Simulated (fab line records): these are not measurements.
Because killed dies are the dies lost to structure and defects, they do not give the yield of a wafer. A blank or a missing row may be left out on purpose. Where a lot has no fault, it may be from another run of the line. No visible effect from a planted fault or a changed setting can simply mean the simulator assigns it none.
Problem report, 8D (eight disciplines) form, completed by code | flow n5Finfet | the parts of the form that need people (team, actions taken, sign-off) are left out

== 1. WHAT IS WRONG ==
At N5_PASSIVATION_PROBE_49, killed_at_M4_up averages 144 over 3 wafers from 2 lots, while fault-free wafers read 13, standard deviation 5.3. Relative to the usual mean, that is a shift of +25 standard deviations.
The first sign was on wafer L781.3 at day 13 00:22, on prober-02. Wafers with a number at this step in the record: 9, from 3 lots. Rule for "out" (also "out of limits"): further than 4 standard deviations from the usual mean. The rest of the wafers with a number are treated as sound.

== 2. WHAT IT IS, WHAT IT ISN'T ==
question                    | is                                                                                            | is not
which readings at this step | killed_at_M4_up, defectLimitedYield, killedDies, sort_bin_5_function, sortNPass, sortYieldPct | killed_at_M0_to_M3, killedAtContacts, killedAtOther, killedOpen, killedShort, sort_bin_6_memory
which lots                  | L781, L785                                                                                    | L780
which wafers of those lots  | L781.3, L781.4, L785.3                                                                        | L781.6, L785.4, L785.6
read on which tools         | prober-01, prober-02                                                                          | -
when                        | from day 13 00:22                                                                             | up to then (3 sound wafers); but 3 sound wafers of L781, L785 came after

== 3. SUSPECTS, AND WHAT RULES EACH OUT ==
Counting: if a tool at a process step up to the reading ran every lot that is out, it stays a suspect. Sound lots after the first of them don't rule it out here, since some wafers of a struck lot are sound.
- cvdCo-01 at N5_BEOL_M8_CVD_78 (deposits Co from CCTBA/H2, target thk 2 nm, time 142.3 s): kept. It processed each lot that is out (first: L781, day 10 08:43); up to then, its last sound lot is L780 (day 9 13:02).
Remaining after the count: cvdCo-01 at N5_BEOL_M8_CVD_78.

== 4. THE CAUSE (what the simulator had put in) ==
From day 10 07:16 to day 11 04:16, cvdCo-01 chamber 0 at N5_BEOL_M8_CVD_78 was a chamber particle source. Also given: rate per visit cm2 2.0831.
The count eliminated every tool but this one.

== 5. THE EFFECT CHAIN, in route order ==
Each row: a reading where the mean over the struck wafers with a number is more than 3 standard deviations away from the usual. Scope: only readings with a usual standard deviation given in the record; hours: median across lots of the time from each lot's start at the first step in this table that gives one to its start at this step; sigmas: change in usual standard deviations.
hours | step                    | reading             | usual  | on struck wafers | change | sigmas
0     | N5_PASSIVATION_PROBE_49 | defectLimitedYield  | 91.7 % | 81.8             | -9.9   | -6.6
0     | N5_PASSIVATION_PROBE_49 | killed_at_M4_up     | 13     | 144              | +131   | +25
0     | N5_PASSIVATION_PROBE_49 | killedDies          | 98     | 214              | +116   | +6.8
0     | N5_PASSIVATION_PROBE_49 | killedOnRim         | 13     | 28               | +15    | +3.8
0     | N5_PASSIVATION_PROBE_49 | sort_bin_5_function | 4.9 %  | 10.6             | +5.7   | +6.2
0     | N5_PASSIVATION_PROBE_49 | sortNPass           | 1082   | 966              | -116   | -6.8
0     | N5_PASSIVATION_PROBE_49 | sortYieldPct        | 91.7 % | 81.8             | -9.9   | -7.0
It contains these process steps:
- N5_PASSIVATION_PROBE_49

== 6. HOW IT WOULD HAVE BEEN CAUGHT EARLIER ==
In this record the first reading out of limits was taken at day 13 00:22, 65 hours after the fault began at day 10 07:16.
Each of the lots that are out, 2 in all, had begun N5_BEOL_M8_CVD_78 on cvdCo-01 no later than day 13 00:22. Holding the tool at that point would not have protected any of them.
